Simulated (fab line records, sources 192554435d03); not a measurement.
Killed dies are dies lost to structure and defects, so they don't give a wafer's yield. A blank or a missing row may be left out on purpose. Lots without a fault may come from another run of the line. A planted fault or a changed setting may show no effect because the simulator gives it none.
fab line records | flow n5_finfet
record lots=7 wafers=21
route steps=1938 shown BEOL_M11@1541 BEOL_M12@1653 BEOL_M13@1662
start_h: hours from the record's first day to the start of the lot's first wafer shown | wait_h: hours since the lot's step before | " the same as in the row above | L1.1+2: a row that stands for several wafers | - no value, or no start given | * or withheld: withheld | < > ~ a bound
route shown NAME@n: a module of which the file shows steps, and the number in the route of the first | usual: mean/standard deviation of fault-free wafers | same: alike in all rows | chamber/n: place in a boat | sites: the reading at each site | _std_site: their standard deviation | _edge_site: outer sites' mean less inner sites' | radius_mm: how far each site lies from the wafer's centre | mask NAME#n: copy n | behind: the tool/chamber that last shaped the wafer | hold: why the lot was held/for how many hours/how that ended | device: the transistor (n, p or np) that didn't switch | end of line: the same wafers' tests at the end of the route | a step without rows: its recipe alone | killed: dies lost to structure and defects at the first sort, not the wafer's yield | map: a wafer's dies, x killed, . not, _ none there
set.NAME: the setting as run; set.NAME@STEP: as run at that earlier step | model.NAME: the simulator's own value behind a step, which no gauge read
lots whose settings were changed on purpose; a table a step, a row a wafer
## steps
# step N5_BEOL_M11_COAT_59
# recipe resist=SOC temp_c=250 time_s=60 spin_rpm=1500 resist_thk_nm=100
# columns lot.wafer tool chamber start_h wait_h set.spin_rpm model.SOC_of_BEOL_M11_COAT_59.thk_nm
L074.1+5 litho_track-03 0 219.26 0.1 1500 99.6
L074.2 " 0 " " 1500 99.8
L082.2 litho_track-02 0 282.26 0.1 1425 102.4
L082.5+6 " 0 " " 1500 99.8
L084.4 litho_track-02 0 296.95 0.1 1500 100.2
L084.5 " 0 " " 1564 97.8
L084.6 " 0 " " 1500 99.8
L086.1 litho_track-03 0 297.21 0.1 1412 103.4
L086.4 " 0 " " 1500 100.2
L086.5 " 0 " " 1500 100
L091.1+5 litho_track-02 0 329.13 0.1 1500 100
L091.4 " 0 " " 1500 100.4
L092.3+5+6 litho_track-02 0 340.44 0.1 1595 96.4
L093.3+6 litho_track-02 0 353.28 0.1 1500 100
L093.4 " 0 " " 1500 100.2
# step N5_BEOL_M11_COAT_60
# recipe resist=SiARC temp_c=220 time_s=60 spin_rpm=1500 resist_thk_nm=30
# step N5_BEOL_M11_COAT_05
# recipe resist=CAR-ArF spin_rpm=1500 resist_thk_nm=90
# step N5_BEOL_M11_DESCUM_16
# recipe chemistry=O2 time_s=7.9 source_power_w=50 bias_power_w=20 pressure_mtorr=20 rf_frequency_hz=2.712e+07 temp_c=40 resist=CAR-ArF o2_flow_sccm=225
# step N5_BEOL_M11_ETCH_61
# recipe chemistry=CF4 target=SiARC target_depth_a=390 mask_material=CAR-ArF time_s=65 ion_energy_ev=80 pressure_mtorr=40 source_w=545 bias_w=36 Ar_flow_sccm=100 cf4_flow_sccm=100 ends=cleared
# step N5_BEOL_M11_ETCH_62
# recipe chemistry=N2/H2 target=SOC target_depth_a=1100 overetch_a=220 mask_material=SiARC temp_c=40 time_s=165 ion_energy_ev=200 pressure_mtorr=30 source_w=840 bias_w=150 n2_flow_sccm=200 h2_flow_sccm=200
# columns lot.wafer tool chamber start_h wait_h set.spin_rpm@BEOL_M11_COAT_59 model.etch.depth_nm
L074.1 rie_diel-02 3 219.80 0.0 1500 99.58
L074.2 " 0 " " 1500 99.81
L074.5 " 1 " " 1500 99.55
L082.2 rie_diel-05 0 282.68 0.0 1425 102.4
L082.5 " 1 " " 1500 99.83
L082.6 " 0 " " 1500 99.84
L084.4 rie_diel-05 2 297.56 0.1 1500 100.3
L084.5 " 0 " " 1564 97.79
L084.6 " 1 " " 1500 99.87
L086.1 rie_diel-05 1 297.76 0.0 1412 103.3
L086.4 " 0 " " 1500 100.2
L086.5 " 2 " " 1500 100.1
L091.1 rie_diel-01 1 329.80 0.0 1500 99.95
L091.4 " 2 " " 1500 100.3
L091.5 " 1 " " 1500 100
L092.3 rie_diel-01 1 341.30 0.0 1595 96.42
L092.5 " 0 " " 1595 96.39
L092.6 " 1 " " 1595 96.38
L093.3 rie_diel-01 1 353.82 0.0 1500 99.95
L093.4 " 0 " " 1500 100.2
L093.6 " 0 " " 1500 99.92
# step N5_BEOL_M11_STRIP_68
# recipe chemistry=N2/H2 temp_c=40 n2_flow_sccm=200 h2_flow_sccm=200 rf_frequency_hz=6e+07
# step N5_BEOL_M11_STRIP_67
# recipe chemistry=CF4 resist=SiARC power_w=300 bias_power_w=75 pressure_mtorr=50 cf4_flow_sccm=150 rf_frequency_hz=6e+07
# step N5_BEOL_M11_HM_OPEN_17
# recipe chemistry=Cl2/BCl3 target_depth_a=200 overetch_a=60 target=TiN mask_material=SOC ion_energy_ev=150 pressure_mtorr=10 icp_w=1000 bias_w=126 Cl2_flow_sccm=53.25 bcl3_flow_sccm=21.75 Ar_flow_sccm=25
# columns lot.wafer tool chamber start_h wait_h set.spin_rpm@BEOL_M11_COAT_59 model.SOC_of_BEOL_M11_COAT_59.thk_nm
L074.1+2+5 rie_metal-01 1,0,1 219.99 0.0 1500 91.6
L082.2 rie_metal-02 1 282.87 0.0 1425 94.2
L082.5 " 0 " " 1500 92
L082.6 " 1 " " 1500 91.6
L084.4 rie_metal-03 0 297.71 0.1 1500 92.4
L084.5 " 0 " " 1564 89.8
L084.6 " 1 " " 1500 91.8
L086.1 rie_metal-03 1 297.94 0.0 1412 95.4
L086.4 " 0 " " 1500 92.4
L086.5 " 0 " " 1500 92.2
L091.1 rie_metal-01 1 329.98 0.0 1500 91.8
L091.4 " 1 " " 1500 92.2
L091.5 " 1 " " 1500 92
L092.3 rie_metal-02 0 341.52 0.1 1595 88.6
L092.5 " 0 " " 1595 88.4
L092.6 " 1 " " 1595 88
L093.3+4+6 rie_metal-03 0,1,0 354.04 0.1 1500 92.2
# step N5_BEOL_M11_ETCH_41
# recipe chemistry=CH3F/O2 target=SiCN target_depth_a=426 taper_deg=2 time_s=86 ion_energy_ev=120 mask_material=TiN pressure_mtorr=30 source_w=395 bias_w=75 Ar_flow_sccm=150 CH3F_flow_sccm=30 O2_flow_sccm=20
# columns lot.wafer tool chamber start_h wait_h set.time_s model.etch.depth_nm
L074.1 rie_diel-02 3 - - 86 31.77
L074.2 " 0 " " 86 32.9
L074.5 " 2 " " 86 32.31
L082.2 rie_diel-02 3 - - 67.87 24.74
L082.5 " 3 " " 86 31.28
L082.6 " 2 " " 67.87 25.34
L086.1 rie_diel-02 2 - - 79.28 29.97
L086.4 " 3 " " 79.28 29.05
L086.5 " 0 " " 86 33.28
L084.4 rie_diel-05 2 - - 74.4 27.06
L084.5 " 0 " " 74.4 28.67
L084.6 " 1 " " 86 31.39
L091.1 rie_diel-02 3 - - 78.81 28.68
L091.4 " 2 " " 86 32.16
L091.5 " 3 " " 86 31.42
L092.3 rie_diel-02 2 - - 86 31.91
L092.5 " 1 " " 73.25 27.3
L092.6 " 2 " " 73.25 27.15
L093.3 rie_diel-02 1 - - 104.7 39.09
L093.4 " 2 " " 104.7 38.99
L093.6 " 0 " " 86 33.02
# step N5_BEOL_M11_CURE_72
# recipe temp_c=370 time_s=120 ambient=DMADMS/He material=SiCOH_lowk
# usual lamp_power_pct=52.32/0.052
# columns lot.wafer tool chamber start_h wait_h set.time_s lamp_power_pct
L074.1 uv_cure-02 2 222.08 0.0 120 52.26
L074.2 " 2 " " 120 52.32
L074.5 " 2 " " 120 52.37
L082.2 uv_cure-03 0 286.17 0.1 120 52.38
L082.5 " 0 " " 131.3 51.83
L082.6 " 0 " " 120 52.32
L086.1 uv_cure-03 2 300.08 0.0 120 52.34
L086.4 " 2 " " 137.6 51.46
L086.5 " 2 " " 120 52.29
L084.4 uv_cure-02 0 300.28 0.2 120 52.31
L084.5 " 0 " " 143.6 51.25
L084.6 " 0 " " 120 52.35
L091.1 uv_cure-02 0 331.45 0.1 120 52.37
L091.4 " 0 " " 108.9 52.33
L091.5 " 0 " " 120 52.37
L092.3 uv_cure-03 0 344.10 0.1 120 52.34
L092.5 " 0 " " 131.8 51.83
L092.6 " 0 " " 131.8 51.82
L093.3 uv_cure-03 2 355.48 0.1 120 52.23
L093.4 " 2 " " 120 52.31
L093.6 " 2 " " 108.1 52.37
# step N5_BEOL_M12_CMP_49
# recipe stop_on=SiOC t_overpolish_s=20.6 down_force_psi=1 platen_rpm=50 clearing_platen_down_force_psi=1.5 clearing_platen_rpm=50 post_cmp_clean=cu_alkaline target_thk_nm=320 clearing_platen_pad_velocity_m_s=0.99484 pad_velocity_m_s=0.99484
# usual barrier_field_endpoint_s=30.1/0.78
# columns lot.wafer tool chamber start_h wait_h set.down_force_psi barrier_field_endpoint_s
L074.2 cmp-02 0 231.74 0.2 1 29.5
L074.1 " 2 " " 1 29.1
L074.5 " 0 " " 1 28.5
L082.2 cmp-04 3 295.26 0.2 0.7925 38.0
L082.5 " 3 " " 0.7925 38.2
L082.6 " 0 " " 1 30.6
L084.4 cmp-01 0 309.54 0.2 1.198 24.9
L084.6 " 2 " " 1 30.1
L084.5 " 3 " " 1 30.3
L086.4 cmp-02 0 309.82 0.2 0.925 32.0
L086.1 " 2 " " 1 29.1
L086.5 " 3 " " 1 29.3
L091.1 cmp-02 3 339.53 0.3 1 30.3
L091.4 " 1 " " 1 30.2
L091.5 " 3 " " 1 29.8
L092.3 cmp-02 1 351.99 0.2 1 29.6
L092.6 " 3 " " 1.121 26.8
L092.5 " 0 " " 1 30.2
L093.4 cmp-01 0 370.31 0.2 1.208 25.6
L093.3 " 2 " " 1 31.1
L093.6 " 0 " " 1 31.2
# step N5_BEOL_M13_COAT_04
# recipe spin_rpm=1625 resist_thk_nm=400
# columns lot.wafer tool chamber start_h wait_h set.spin_rpm model.coat_of_BEOL_M13_COAT_04.thk_nm
L074.1 litho_track-03 0 - - 1625 401.6
L074.2 " 0 " " 1625 401.4
L074.5 " 0 " " 1625 399.8
L082.2 litho_track-03 0 - - 1717 388.6
L082.5 " 0 " " 1625 400.2
L082.6 " 0 " " 1625 400.4
L084.4 litho_track-01 0 - - 1625 403.8
L084.5 " 0 " " 1521 416.6
L084.6 " 0 " " 1521 415.2
L086.1 litho_track-01 0 - - 1625 401.6
L086.4 " 0 " " 1625 402.2
L086.5 " 0 " " 1466 424.2
L091.1 litho_track-01 0 - - 1625 401.4
L091.4 " 0 " " 1724 390.2
L091.5 " 0 " " 1724 389.8
L092.3 litho_track-04 0 - - 1522 412.8
L092.5 " 0 " " 1625 399.8
L092.6 " 0 " " 1522 413.4
L093.3 litho_track-04 0 - - 1625 400
L093.4 " 0 " " 1755 384.8
L093.6 " 0 " " 1755 386.2
# step N5_BEOL_M13_EBR_06
# recipe solvent=PGMEA ebr_width_mm=1.5
# step N5_BEOL_M13_SOFTBAKE_05
# recipe temp_c=130 time_s=60
# step N5_BEOL_M13_DESCUM_15
# recipe chemistry=O2 time_s=7.9 source_power_w=50 bias_power_w=20 pressure_mtorr=20 rf_frequency_hz=2.712e+07 temp_c=40 o2_flow_sccm=225
# step N5_BEOL_M13_ETCH_59
# recipe chemistry=N2/H2 target=BARC target_depth_a=890 overetch_a=267 time_s=67.9 ion_energy_ev=200 pressure_mtorr=30 source_w=840 bias_w=150 n2_flow_sccm=200 h2_flow_sccm=200
# step N5_BEOL_M13_VIA_ETCH_16
# recipe chemistry=C4F8/O2/Ar target=SiOC pressure_mtorr=30 source_w=3000 bias_w=700 Ar_flow_sccm=400 C4F8_flow_sccm=15 O2_flow_sccm=8 he_inner_torr=15 he_outer_torr=30 target_depth_a=9217 time_s=withheld ion_energy_ev=250 ends=cleared
# columns lot.wafer tool chamber start_h wait_h set.spin_rpm@BEOL_M13_COAT_04 model.coat_of_BEOL_M13_COAT_04.thk_nm
L074.1 rie_diel-02 1 232.81 0.0 1625 73.8
L074.2 " 0 " " 1625 72.8
L074.5 " 3 " " 1625 70.6
L082.2 rie_diel-05 1 296.37 0.0 1717 65.2
L082.5 " 1 " " 1625 74.2
L082.6 " 0 " " 1625 71.8
L084.4 rie_diel-02 2 310.70 0.0 1625 69.8
L084.5 " 2 " " 1521 83.4
L084.6 " 3 " " 1521 84.8
L086.1 rie_diel-05 3 311.02 0.0 1625 79.4
L086.4 " 2 " " 1625 74.6
L086.5 " 0 " " 1466 96.2
L091.1 rie_diel-01 1 341.00 0.0 1625 73
L091.4 " 2 " " 1724 56.8
L091.5 " 0 " " 1724 61.6
L092.3 rie_diel-02 1 353.21 0.0 1522 83.8
L092.5 " 1 " " 1625 67.8
L092.6 " 0 " " 1522 81.8
L093.3 rie_diel-01 0 371.51 0.0 1625 73.2
L093.4 " 1 " " 1755 52.4
L093.6 " 1 " " 1755 57.6
# step N5_BEOL_M13_STRIP_63
# recipe chemistry=N2/H2 power_w=1000 temp_c=250 h2_frac=0.65 overash_fraction=0.3 pressure_mtorr=1000 n2_flow_sccm=1750 h2_flow_sccm=3250
# usual strip_time_to_endpoint_s=28.2/1
# columns lot.wafer tool chamber start_h wait_h set.spin_rpm@BEOL_M13_COAT_04 strip_time_to_endpoint_s
L074.1 plasma_asher-01 0 233.05 - 1625 28.8
L074.2 " 1 " " 1625 28.5
L074.5 " 1 " " 1625 27.8
L082.2 plasma_asher-02 0 296.61 - 1717 26.2
L082.5 " 0 " " 1625 28.9
L082.6 " 1 " " 1625 28.2
L084.4 plasma_asher-01 0 310.96 - 1625 27.6
L084.5 " 0 " " 1521 31.6
L084.6 " 1 " " 1521 31.9
L086.1 plasma_asher-01 0 311.26 - 1625 30.4
L086.4 " 1 " " 1625 29.0
L086.5 " 0 " " 1466 35.2
L091.1 plasma_asher-02 1 341.24 - 1625 28.6
L091.4 " 0 " " 1724 23.7
L091.5 " 0 " " 1724 25.2
L092.3 plasma_asher-02 0 353.46 - 1522 31.7
L092.5 " 0 " " 1625 27.0
L092.6 " 1 " " 1522 31.1
L093.3 plasma_asher-01 0 371.77 - 1625 28.6
L093.4 " 1 " " 1755 22.4
L093.6 " 1 " " 1755 23.9
# step N5_BEOL_M13_EXPOSE_25
# recipe mask_id=M13 na=0.93 source_shape=conventional sigma_outer=0.4 polarization=unpolarized target_cd_nm=210 dose_mj=22
# columns lot.wafer tool chamber start_h wait_h mask set.dose_mj
L074.1+2+5 krf_scanner-02 0 233.42 - M13#0 22
L082.2+5+6 krf_scanner-02 0 296.98 - M13#0 22
L084.4+5+6 krf_scanner-01 0 311.32 - M13#0 22
L086.1 krf_scanner-02 0 311.78 - M13#0 21.42
L086.4+5 " 0 " " M13#0 22
L091.1+5 krf_scanner-01 0 341.72 - M13#0 22
L091.4 " 0 " " M13#0 23.17
L092.3+6 krf_scanner-02 0 353.94 - M13#0 22
L092.5 " 0 " " M13#0 20.36
L093.3+4+6 krf_scanner-01 0 372.25 - M13#0 22
# step N5_BEOL_M13_PEB_26
# recipe peb_temp_c=130 peb_time_s=90
# step N5_BEOL_M13_DEVELOP_27
# recipe develop_time_s=45 rinse_liquid=diw dry=air_spin dev_temp_c=21
# step N5_BEOL_M13_HARDBAKE_32
# recipe temp_c=130 time_s=120
# step N5_BEOL_M13_CD_MEAS_28
# recipe target_cd_nm=209.5 landing_energy_ev=500 detector=se_inlens
# usual cd_nm=209.9/1.4
# columns lot.wafer tool chamber start_h wait_h set.dose_mj@BEOL_M13_EXPOSE_25 cd_nm
L074.1 cd_sem-03 0 233.59 - 22 208.2
L074.2 " 0 " " 22 209.2
L074.5 " 0 " " 22 210.1
L082.2 cd_sem-01 0 297.14 - 22 207.8
L082.5 " 0 " " 22 209.3
L082.6 " 0 " " 22 209.5
L084.4 cd_sem-02 0 311.48 - 22 212.9
L084.5 " 0 " " 22 210.9
L084.6 " 0 " " 22 211.0
L086.1 cd_sem-02 0 311.95 - 21.42 205.4
L086.4 " 0 " " 22 207.6
L086.5 " 0 " " 22 206.6
L091.1 cd_sem-03 0 341.90 - 22 210.8
L091.4 " 0 " " 23.17 215.7
L091.5 " 0 " " 22 210.8
L092.3 cd_sem-02 0 354.11 - 22 209.2
L092.5 " 0 " " 20.36 204.3
L092.6 " 0 " " 22 210.5
L093.3 cd_sem-03 0 372.41 - 22 211.4
L093.4 " 0 " " 22 210.6
L093.6 " 0 " " 22 209.4
# step N5_BEOL_M13_DESCUM_33
# recipe chemistry=O2 time_s=7.9 source_power_w=50 bias_power_w=20 pressure_mtorr=20 rf_frequency_hz=2.712e+07 temp_c=40 o2_flow_sccm=225
# columns lot.wafer tool chamber start_h wait_h set.dose_mj@BEOL_M13_EXPOSE_25 model.BEOL_M13.cd_nm
L074.1 rie_diel-01 0 233.68 0.0 22 208.2
L074.2 " 2 " " 22 209.2
L074.5 " 1 " " 22 210
L082.2 rie_diel-01 1 297.23 0.0 22 207.8
L082.5 " 0 " " 22 209
L082.6 " 1 " " 22 209.4
L084.4 rie_diel-01 3 311.56 0.0 22 212.6
L084.5 " 0 " " 22 211.2
L084.6 " 1 " " 22 210.8
L086.1 rie_diel-01 2 312.11 0.1 21.42 205.4
L086.4 " 3 " " 22 207.6
L086.5 " 2 " " 22 206.8
L091.1+5 rie_diel-01 0,3 341.98 0.0 22 210.6
L091.4 " 1 " " 23.17 215.4
L092.3 rie_diel-01 1 354.20 0.0 22 209.6
L092.5 " 0 " " 20.36 204.4
L092.6 " 3 " " 22 210.4
L093.3 rie_diel-02 2 372.60 0.1 22 211
L093.4 " 1 " " 22 210.6
L093.6 " 3 " " 22 209.6
# step N5_BEOL_M13_ETCH_67
# recipe chemistry=CF4 target=SiARC target_depth_a=1430 time_s=238.3 ion_energy_ev=80 pressure_mtorr=40 source_w=545 bias_w=36 Ar_flow_sccm=100 cf4_flow_sccm=100 ends=cleared
# columns lot.wafer tool chamber start_h wait_h set.dose_mj@BEOL_M13_EXPOSE_25 model.BEOL_M13.cd_nm
L074.1 rie_diel-01 0 233.71 0.0 22 207.8
L074.2 " 2 " " 22 209.8
L074.5 " 1 " " 22 210
L082.2 rie_diel-01 1 297.27 0.0 22 207.6
L082.5 " 0 " " 22 208.2
L082.6 " 1 " " 22 209
L084.4 rie_diel-01 3 311.59 0.0 22 213
L084.5 " 0 " " 22 211
L084.6 " 1 " " 22 211.2
L086.1 rie_diel-01 2 312.14 0.0 21.42 206
L086.4+5 " 3,2 " " 22 207.2
L091.1 rie_diel-01 0 342.02 0.0 22 210.6
L091.4 " 1 " " 23.17 215.8
L091.5 " 3 " " 22 211.4
L092.3 rie_diel-01 1 354.24 0.0 22 209.6
L092.5 " 0 " " 20.36 204.2
L092.6 " 3 " " 22 210.6
L093.3 rie_diel-02 2 372.64 0.0 22 211.4
L093.4 " 1 " " 22 212.2
L093.6 " 3 " " 22 210
## key
split step=N5_BEOL_M11_COAT_59 setting=spin_rpm stated=1500 by=wafer
response step=N5_BEOL_M11_COAT_59 reading=model.SOC_of_BEOL_M11_COAT_59.thk_nm change=-0.538 per=1% r=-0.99
response step=N5_BEOL_M11_ETCH_62 reading=model.etch.depth_nm change=-0.535 per=1% r=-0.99
response step=N5_BEOL_M11_HM_OPEN_17 reading=model.SOC_of_BEOL_M11_COAT_59.thk_nm change=-0.515 per=1% r=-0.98
split step=N5_BEOL_M11_ETCH_41 setting=time_s stated=86 by=wafer
response step=N5_BEOL_M11_ETCH_41 reading=model.etch.depth_nm change=+0.3 per=1% r=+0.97
split step=N5_BEOL_M11_CURE_72 setting=time_s stated=120 by=wafer
response step=N5_BEOL_M11_CURE_72 reading=lamp_power_pct shape=bent at_lowest=* at_stated=* at_highest=*
split step=N5_BEOL_M12_CMP_49 setting=down_force_psi stated=1 by=wafer
response step=N5_BEOL_M12_CMP_49 reading=barrier_field_endpoint_s change=-0.296 per=1% r=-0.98
split step=N5_BEOL_M13_COAT_04 setting=spin_rpm stated=1625 by=wafer
response step=N5_BEOL_M13_COAT_04 reading=model.coat_of_BEOL_M13_COAT_04.thk_nm change=-2.04 per=1% r=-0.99
response step=N5_BEOL_M13_VIA_ETCH_16 reading=model.coat_of_BEOL_M13_COAT_04.thk_nm change=-2.09 per=1% r=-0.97
response step=N5_BEOL_M13_STRIP_63 reading=strip_time_to_endpoint_s change=* per=1% r=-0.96
split step=N5_BEOL_M13_EXPOSE_25 setting=dose_mj stated=22 by=wafer
response step=N5_BEOL_M13_CD_MEAS_28 reading=cd_nm change=+0.794 per=1% r=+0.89
response step=N5_BEOL_M13_DESCUM_33 reading=model.BEOL_M13.cd_nm change=+0.793 per=1% r=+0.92
response step=N5_BEOL_M13_ETCH_67 reading=model.BEOL_M13.cd_nm change=+0.8 per=1% r=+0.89
